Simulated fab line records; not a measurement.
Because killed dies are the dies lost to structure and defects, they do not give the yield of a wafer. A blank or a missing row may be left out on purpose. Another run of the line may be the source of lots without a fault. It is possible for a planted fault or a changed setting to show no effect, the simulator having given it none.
Which tool did it? || flow n5-finfet || 41 wafers from 15 lots sampled at 3 of the route's 1938 steps

WHAT THE GAUGES SHOWED, per wafer
N5_PASSIVATION_OVL_MEAS_63. Usual: for PAD_OVL the level is 3 nm and the standard deviation is 5.3.
{"lot": "L696", "measured": "day 13 01:15", "on": "overlay-02", "PAD_OVL (nm)": "3 2", "flag": ""}
{"lot": "L700", "measured": "day 13 05:41", "on": "overlay-02", "PAD_OVL (nm)": "5 -1", "flag": ""}
{"lot": "L699", "measured": "day 13 11:49", "on": "overlay-01", "PAD_OVL (nm)": "-8 0", "flag": ""}
{"lot": "L702", "measured": "day 14 07:50", "on": "overlay-01", "PAD_OVL (nm)": "0 -1 5", "flag": ""}
{"lot": "L703", "measured": "day 14 18:19", "on": "overlay-02", "PAD_OVL (nm)": "-5 0 -3", "flag": ""}
{"lot": "L706", "measured": "day 15 04:58", "on": "overlay-02", "PAD_OVL (nm)": "8 8 6", "flag": ""}
{"lot": "L709", "measured": "day 15 09:20", "on": "overlay-01", "PAD_OVL (nm)": "-1 -4 -4", "flag": ""}
{"lot": "L705", "measured": "day 15 13:59", "on": "overlay-01", "PAD_OVL (nm)": "-7 -1 1", "flag": ""}
{"lot": "L712", "measured": "day 16 23:41", "on": "overlay-01", "PAD_OVL (nm)": "-3 6", "flag": ""}
{"lot": "L713", "measured": "day 17 06:23", "on": "overlay-02", "PAD_OVL (nm)": "-4 1 -2", "flag": ""}
{"lot": "L715", "measured": "day 17 10:41", "on": "overlay-01", "PAD_OVL (nm)": "0 0 8", "flag": ""}
{"lot": "L717", "measured": "day 17 16:41", "on": "overlay-02", "PAD_OVL (nm)": "5 6 9", "flag": ""}
{"lot": "L714", "measured": "day 17 18:16", "on": "overlay-02", "PAD_OVL (nm)": "4 11 0", "flag": ""}
{"lot": "L716", "measured": "day 18 05:55", "on": "overlay-02", "PAD_OVL (nm)": "5 4 0", "flag": ""}
{"lot": "L718", "measured": "day 18 18:28", "on": "overlay-01", "PAD_OVL (nm)": "-5 6 3", "flag": ""}

N5_PASSIVATION_CD_MEAS_44 targets a cd of 40000 nm. Usual: cd-nm at 40003 nm, with a standard deviation of 5.2.
{"lot": "L696", "measured": "day 13 03:11", "on": "cd-sem-02", "cd-nm (nm)": "40005 40004", "flag": ""}
{"lot": "L700", "measured": "day 13 07:31", "on": "cd-sem-02", "cd-nm (nm)": "40004 40005", "flag": ""}
{"lot": "L699", "measured": "day 13 14:12", "on": "cd-sem-01", "cd-nm (nm)": "40005 40000", "flag": ""}
{"lot": "L702", "measured": "day 14 09:40", "on": "cd-sem-02", "cd-nm (nm)": "39996 40004 40002", "flag": ""}
{"lot": "L703", "measured": "day 14 20:02", "on": "cd-sem-02", "cd-nm (nm)": "40000 40000 39998", "flag": ""}
{"lot": "L706", "measured": "day 15 06:49", "on": "cd-sem-02", "cd-nm (nm)": "- - -", "flag": "OFF"}
{"lot": "L709", "measured": "day 15 11:10", "on": "cd-sem-03", "cd-nm (nm)": "- - -", "flag": "OFF"}
{"lot": "L705", "measured": "day 15 15:43", "on": "cd-sem-01", "cd-nm (nm)": "- - -", "flag": "OFF"}
{"lot": "L712", "measured": "day 17 01:52", "on": "cd-sem-02", "cd-nm (nm)": "40002 40006", "flag": ""}
{"lot": "L713", "measured": "day 17 09:34", "on": "cd-sem-03", "cd-nm (nm)": "39995 39999 39996", "flag": ""}
{"lot": "L715", "measured": "day 17 12:47", "on": "cd-sem-01", "cd-nm (nm)": "39999 40009 40004", "flag": ""}
{"lot": "L717", "measured": "day 17 19:01", "on": "cd-sem-01", "cd-nm (nm)": "40005 40007 39997", "flag": ""}
{"lot": "L714", "measured": "day 17 20:13", "on": "cd-sem-03", "cd-nm (nm)": "40001 40007 40006", "flag": ""}
{"lot": "L716", "measured": "day 18 07:52", "on": "cd-sem-01", "cd-nm (nm)": "40004 40008 40004", "flag": ""}
{"lot": "L718", "measured": "day 18 20:17", "on": "cd-sem-03", "cd-nm (nm)": "40006 40008 40004", "flag": ""}

TOOL THAT RAN EACH LOT (tool first, then ch and the chambers of the sampled wafers, then the start)
{"lot": "L696", "N5_PASSIVATION_DEVELOP_43": "litho-track-03 ch 0, day 13 03:05"}
{"lot": "L700", "N5_PASSIVATION_DEVELOP_43": "litho-track-03 ch 0, day 13 07:23"}
{"lot": "L699", "N5_PASSIVATION_DEVELOP_43": "litho-track-03 ch 0, day 13 14:05"}
{"lot": "L702", "N5_PASSIVATION_DEVELOP_43": "litho-track-04 ch 0, day 14 09:33"}
{"lot": "L703", "N5_PASSIVATION_DEVELOP_43": "litho-track-02 ch 0, day 14 19:56"}
{"lot": "L706", "N5_PASSIVATION_DEVELOP_43": "litho-track-03, day 15 06:41"}
{"lot": "L709", "N5_PASSIVATION_DEVELOP_43": "litho-track-02, day 15 11:04"}
{"lot": "L705", "N5_PASSIVATION_DEVELOP_43": "litho-track-04, day 15 15:36"}
{"lot": "L712", "N5_PASSIVATION_DEVELOP_43": "litho-track-04 ch 0, day 17 01:46"}
{"lot": "L713", "N5_PASSIVATION_DEVELOP_43": "litho-track-02 ch 0, day 17 09:27"}
{"lot": "L715", "N5_PASSIVATION_DEVELOP_43": "litho-track-03 ch 0, day 17 12:40"}
{"lot": "L717", "N5_PASSIVATION_DEVELOP_43": "litho-track-04 ch 0, day 17 18:54"}
{"lot": "L714", "N5_PASSIVATION_DEVELOP_43": "litho-track-03 ch 0, day 17 20:05"}
{"lot": "L716", "N5_PASSIVATION_DEVELOP_43": "litho-track-03 ch 0, day 18 07:44"}
{"lot": "L718", "N5_PASSIVATION_DEVELOP_43": "litho-track-03 ch 0, day 18 20:11"}
- N5_PASSIVATION_DEVELOP_43: develop time 60 s.

AS READ BY THE TOOLS THEMSELVES (means over the sampled wafers that have a number; for cases with no such wafer, the mark the record gives instead)
N5_PASSIVATION_DEVELOP_43. Usual: chill-plate-temp-C 23.00 C, standard deviation 0.11; exhaust-pa 45.1 Pa, standard deviation 0.95.
{"lot": "L696", "tool": "litho-track-03", "chill-plate-temp-C (C)": 22.91, "exhaust-pa (Pa)": 45.2, "flag": ""}
{"lot": "L700", "tool": "litho-track-03", "chill-plate-temp-C (C)": 23.20, "exhaust-pa (Pa)": 45.2, "flag": ""}
{"lot": "L699", "tool": "litho-track-03", "chill-plate-temp-C (C)": 22.99, "exhaust-pa (Pa)": 45.9, "flag": ""}
{"lot": "L702", "tool": "litho-track-04", "chill-plate-temp-C (C)": 23.13, "exhaust-pa (Pa)": 44.2, "flag": ""}
{"lot": "L703", "tool": "litho-track-02", "chill-plate-temp-C (C)": 23.00, "exhaust-pa (Pa)": 45.5, "flag": ""}
{"lot": "L706", "tool": "litho-track-03", "chill-plate-temp-C (C)": "-", "exhaust-pa (Pa)": "-", "flag": "OFF"}
{"lot": "L709", "tool": "litho-track-02", "chill-plate-temp-C (C)": "-", "exhaust-pa (Pa)": "-", "flag": "OFF"}
{"lot": "L705", "tool": "litho-track-04", "chill-plate-temp-C (C)": "-", "exhaust-pa (Pa)": "-", "flag": "OFF"}
{"lot": "L712", "tool": "litho-track-04", "chill-plate-temp-C (C)": 22.85, "exhaust-pa (Pa)": 44.3, "flag": ""}
{"lot": "L713", "tool": "litho-track-02", "chill-plate-temp-C (C)": 22.87, "exhaust-pa (Pa)": 44.4, "flag": ""}
{"lot": "L715", "tool": "litho-track-03", "chill-plate-temp-C (C)": 22.98, "exhaust-pa (Pa)": 45.1, "flag": ""}
{"lot": "L717", "tool": "litho-track-04", "chill-plate-temp-C (C)": 23.03, "exhaust-pa (Pa)": 44.3, "flag": ""}
{"lot": "L714", "tool": "litho-track-03", "chill-plate-temp-C (C)": 22.93, "exhaust-pa (Pa)": 45.3, "flag": ""}
{"lot": "L716", "tool": "litho-track-03", "chill-plate-temp-C (C)": 23.03, "exhaust-pa (Pa)": 45.2, "flag": ""}
{"lot": "L718", "tool": "litho-track-03", "chill-plate-temp-C (C)": 23.07, "exhaust-pa (Pa)": 45.8, "flag": ""}

THE ANSWER, worked out from the rows above alone
Rule: a lot counts as off when the mean over its wafers that have a number is more than 3 standard deviations away from the usual mean. Also off: a lot with no number at a reading for which 4 or more lots have one. The other lots that the step has rows for count as sound. Order of review: gauges by route order, followed by the tools' own readings, for which a lot's mean as printed above is used. The first step at which some lot is off is used, and at that step the reading that is off furthest; a lot without a number counts as furthest.
Off: L706, L709, L705, at N5_PASSIVATION_CD_MEAS_44 (cd-nm). Without a number there: L706, L709, L705.
A tool fits if, at a process step before that reading, it ran every lot that is off, and no sound lot after the first of them. The gauges at N5_PASSIVATION_CD_MEAS_44 aren't tried: what is off there is off at N5_PASSIVATION_DEVELOP_43 too, on other tools, and a gauge's error can't cause that. No candidate that was tried fits.

WHAT THE SIMULATOR PUT IN
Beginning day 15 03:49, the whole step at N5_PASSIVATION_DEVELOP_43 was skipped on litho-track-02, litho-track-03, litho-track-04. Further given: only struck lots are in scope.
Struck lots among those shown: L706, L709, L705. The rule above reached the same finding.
